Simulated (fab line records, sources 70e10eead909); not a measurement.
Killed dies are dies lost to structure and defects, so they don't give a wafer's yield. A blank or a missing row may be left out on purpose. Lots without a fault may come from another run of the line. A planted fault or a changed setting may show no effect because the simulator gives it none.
A struck lot beside a sound one | flow nand_harc | 15 steps out of a route of 1302
Sound: wafers L315.1, L315.2, L315.4. Struck: wafers L325.1, L325.2, L325.6. The cause comes at the end.
At each step with rows: each side's tool, then ch and its chambers, then its first start. Under that, the readings that differ: sound wafers | struck wafers | difference of the means | sigmas: that difference in standard deviations of wafers without a fault.
alike: readings whose means differ by less than 2 such deviations, and words and numbers that are the same on both sides. not compared: withheld readings, readings that some wafer has no value for, bounds like >300 that may hide the same value, and numbers for which the record gives no deviation and whose values overlap.
The two part at a step that has a row with sigmas, a row that says differs or no value, or rows on one side only. Numbers that don't overlap but have no deviation are shown without sigmas and don't part them. A reading that every wafer of one side lacks parts them only if that side has two wafers or more.

first, 1 step without rows for these wafers: NHARC_P_CONTACT_DESCUM_17 (chemistry O2, time 3 s).
NHARC_P_CONTACT_ETCH_35: etches the open film in CF4, target depth 39 nm, time 65 s.
  sound on rie_diel-01 ch 0,1,3, day 9 09:23; struck on rie_diel-05 ch 0,3, day 13 07:28
  alike: drypump_motor_current_A, oes_product_au, rf_vpp_V, showerhead_plenum_p_Torr, throttle_valve_pct
  not compared: rf_hours_counter_h
NHARC_P_CONTACT_ETCH_36: etches the open film in N2/H2, target depth 260 nm, time 406.25 s.
  sound on rie_diel-01 ch 1,2,3; struck on rie_diel-05 ch 1,2,3
  alike: drypump_motor_current_A, oes_product_au, rf_vpp_V, showerhead_plenum_p_Torr, throttle_valve_pct
  not compared: rf_hours_counter_h
NHARC_P_CONTACT_ETCH_18: etches the open film in C4F8/O2/Ar, target depth 481 nm, time 240.5 s.
  sound on rie_diel-01 ch 0,2,3; struck on rie_diel-05 ch 1,2,3
  alike: oes_product_au, rf_vpp_V
  not compared: rf_hours_counter_h
then, 2 steps without rows for these wafers: NHARC_P_CONTACT_STRIP_37 (strips in C4F8/O2/Ar); NHARC_P_CONTACT_ETCH_31 (etches the open film in CH3F/O2, target depth 30 nm, time 85.7 s).
NHARC_P_CONTACT_CD_MEAS_19:
  sound on cd_sem-01, day 9 10:10; struck on cd_sem-03, day 13 08:15
  alike: cd_nm
then, 2 steps without rows for these wafers: NHARC_P_CONTACT_STRIP_28 (strips in O2); NHARC_P_CONTACT_STRIP_29 (strips in post etch residue remover, time 1200 s).
NHARC_P_CONTACT_DEGAS_38: time 60 s.
  sound on pvd_sputter-03, day 9 10:52; struck on pvd_sputter-01, day 13 08:58
  alike: heater_power_w
then, 2 steps without rows for these wafers: NHARC_P_CONTACT_PRE_CLEAN_39 (time 19.5 s); NHARC_P_CONTACT_PVD_32 (deposits Ti, target thk 5 nm, time 17.7 s).
NHARC_P_CONTACT_ALD_22: deposits TiN, target thk 3 nm, pulse time 1 s, ald cycles 150.
  sound on ald_metal-03 ch 0,1,3, day 9 11:07; struck on ald_metal-03 ch 0,1,3, day 13 09:15
  no value came back on the struck wafers for ald_cycles, heater_power_outer_w (W), heater_power_w (W), precursor_pulse_height_rel; on the sound wafers ald_cycles reads 150 150 150
NHARC_P_CONTACT_CVD_23: deposits W, target thk 200 nm, time 557 s.
  sound on cvd_w-02 ch 0,1; struck on cvd_w-02 ch 0,1
  alike: chamber_pressure_Torr, heater_power_w, throttle_valve_pct
-- the record jumps here: 19 days lie between the struck wafers' starts before and after (it left off in module P_CONTACT and takes up again in module END, whose first step shown is number 1302 of the route) --
NHARC_END_SORT_01:
  the record has rows for the struck wafers here (prober-02 ch 0, day 31 22:50) and none for the sound ones

WHERE THEY PART
First at NHARC_P_CONTACT_ALD_22; last, within this record, at NHARC_END_SORT_01.

WHY: what the simulator had put in
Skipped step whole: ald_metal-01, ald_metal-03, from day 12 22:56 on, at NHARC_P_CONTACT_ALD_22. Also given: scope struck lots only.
